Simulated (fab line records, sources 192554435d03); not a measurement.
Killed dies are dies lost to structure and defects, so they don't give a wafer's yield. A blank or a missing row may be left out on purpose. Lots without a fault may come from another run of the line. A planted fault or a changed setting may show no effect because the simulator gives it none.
Problem report in the 8D (eight disciplines) form, filled by code | flow n5_finfet | the parts of the form that need people (team, actions taken, sign-off) are left out

1. THE PROBLEM
platen_rpm at N5_MOL_CONTACT_COAG_CMP_52 reads a mean of 48.29 rpm on 2 wafers of 2 lots; wafers without a fault read 50.29 rpm with a standard deviation of 0.035. That is -57 standard deviations from the usual mean.
The step: polishes, stops on SiO2, t overpolish 1.5 s, target thk 66.5 nm.
First seen on wafer L308.5, day 9 04:38, on cmp-01. The record holds 26 wafers of 9 lots with a number at this step. Rule for "out", or "out of limits": more than 4 standard deviations from the usual mean. The other wafers with a number count as sound.

2. WHAT IT IS AND WHAT IT IS NOT
question                    | is               | is not
which readings at this step | platen_rpm       | motor_current_A, overpolish_run_s, time_to_endpoint_s
which lots                  | L308, L309       | L293, L295, L297, L300, L310, L314, L315
which wafers of those lots  | L308.5, L309.2   | L308.6, L309.1, L309.5
read on which tools         | cmp-01           | cmp-02, cmp-03
when                        | from day 9 04:38 | up to then (13 sound wafers); but 11 sound wafers of L309, L310, L314, L315 came after

3. SUSPECTS, AND WHAT RULES EACH OUT
Counting: a tool at a process step up to the reading stays a suspect if it ran every lot that is out. Sound lots after the first of them don't rule it out here, since some wafers of a struck lot are sound.
- cmp-01 at N5_MOL_CONTACT_COAG_CMP_52 (polishes, stops on SiO2, t overpolish 1.5 s, target thk 66.5 nm): kept. It ran every lot that is out, first L308 (day 9 04:38); its last sound lot up to then is L295 (day 5 16:02). Its own readings are out on those wafers: platen_rpm.
- Within cmp-01 at N5_MOL_CONTACT_COAG_CMP_52: the wafers that are out ran in chamber 0; their sound lot-mates ran in chambers 1, 2, 3.
Left after counting: cmp-01 at N5_MOL_CONTACT_COAG_CMP_52.

4. THE CAUSE (what the simulator had put in)
Process parameter drift: cmp-01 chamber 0, from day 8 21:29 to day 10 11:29, at N5_MOL_CONTACT_COAG_CMP_52. Setting platen_rpm, moved by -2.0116, from 50.289. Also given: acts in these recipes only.
Counting left only this tool.

5. THE CHAIN OF EFFECTS, in route order
Each row: a reading whose mean over the struck wafers that have a number lies more than 3 standard deviations from the usual. Only readings for which the record gives a usual standard deviation are gone through. hours: the time from each lot's start at the first step in this table that gives one to its start at this step, as a median over the lots. sigmas: the change in usual standard deviations.
hours | step                       | reading    | usual     | on struck wafers | change | sigmas
0     | N5_MOL_CONTACT_COAG_CMP_52 | platen_rpm | 50.29 rpm | 48.29            | -2.00  | -57
The process steps in it:
- N5_MOL_CONTACT_COAG_CMP_52: polishes, stops on SiO2, t overpolish 1.5 s, target thk 66.5 nm.
Later measuring or inspecting steps at which every struck wafer that the step has a row for has a number for every such reading, and none has moved that far: N5_BEOL_M4_RC_MEAS_101.

6. WHAT WOULD HAVE CAUGHT IT SOONER
In this record the first reading out of limits was taken at day 9 04:38, 7 hours after the fault began at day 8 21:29.
